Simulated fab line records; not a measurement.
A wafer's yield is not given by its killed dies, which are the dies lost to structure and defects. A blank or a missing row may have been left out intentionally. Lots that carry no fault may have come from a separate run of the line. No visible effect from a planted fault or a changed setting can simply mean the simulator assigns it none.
Code-filled problem report in 8D (eight disciplines) form / flow n5_finfet / the parts of the form that need people (team, actions taken, sign-off) are left out

1. THE PROBLEM
oes_product_au at N5_PASSIVATION_ETCH_59 reads a mean of 1.01 a.u. on 3 wafers of 3 lots; wafers without a fault read 0.78 a.u. with a standard deviation of 0.036. Relative to the usual mean, that is a shift of +6.3 standard deviations.
The step: etches TaN in Cl2/BCl3, target depth 65 nm, time 34.9 s.
First observed at day 15 11:47: wafer L231.3, on rie_metal-01. The record holds 35 wafers of 13 lots with a number at this step. Rule for "out" (also "out of limits"): further than 4 standard deviations from the usual mean. Any other wafer with a number is counted as sound.

2. WHAT IT IS, AND WHAT IT ISN'T
question=which readings at this step | is=oes_product_au | is not=bcl3_flow_sccm, drypump_motor_current_A, mfc_cl2_sccm
question=which lots | is=L231, L232, L233 | is not=L217, L219, L220, L221, L222, L223, L224, L227, L239, L240
question=which wafers of those lots | is=L231.3, L232.6, L233.6 | is not=L231.5, L232.5, L233.5
question=read on which tools | is=rie_metal-01 | is not=rie_metal-02, rie_metal-03
question=when | is=from day 15 11:47 | is not=up to then (24 sound wafers); but 8 sound wafers of L232, L233, L239, L240 came after

3. WHAT RULES OUT EACH SUSPECT
Counting: a tool at a process step up to the reading stays a suspect if it ran every lot that is out. Sound lots after the first of them don't rule it out here, since some wafers of a struck lot are sound.
- rie_metal-01 at N5_PASSIVATION_ETCH_59 (etches TaN in Cl2/BCl3, target depth 65 nm, time 34.9 s): kept. Ran every lot that is out, first one L231 (day 15 11:47); last sound lot up to then L219 (day 12 07:10). Out on those wafers are its own readings of oes_product_au.
After counting, what remains is rie_metal-01 at N5_PASSIVATION_ETCH_59.

4. THE CAUSE (what the simulator had put in)
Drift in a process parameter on rie_metal-01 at N5_PASSIVATION_ETCH_59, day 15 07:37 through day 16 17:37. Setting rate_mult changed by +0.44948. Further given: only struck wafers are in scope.
This tool alone remained once counting was done.

5. THE CHAIN OF EFFECTS, in route order
Rows list readings where the struck wafers' mean (over those with a number) sits beyond 3 standard deviations from the usual. Only readings for which the record gives a usual standard deviation are gone through. hours: the time from each lot's start at the first step in this table that gives one to its start at this step, as a median over the lots. sigmas: the change in usual standard deviations.
hours=0; step=N5_PASSIVATION_ETCH_59; reading=oes_product_au; usual=0.78 a.u.; on struck wafers=1.01; change=+0.23; sigmas=+6.3
hours=0; step=N5_PASSIVATION_ETCH_59; reading=throttle_valve_pct; usual=21.14 %; on struck wafers=20.48; change=-0.66; sigmas=-4.1
Here are the process steps it includes:
- N5_PASSIVATION_ETCH_59: etches TaN in Cl2/BCl3, target depth 65 nm, time 34.9 s.

6. WHAT WOULD HAVE CAUGHT IT SOONER
In this record the first reading out of limits was taken at day 15 11:47, 4 hours after the fault began at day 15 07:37.
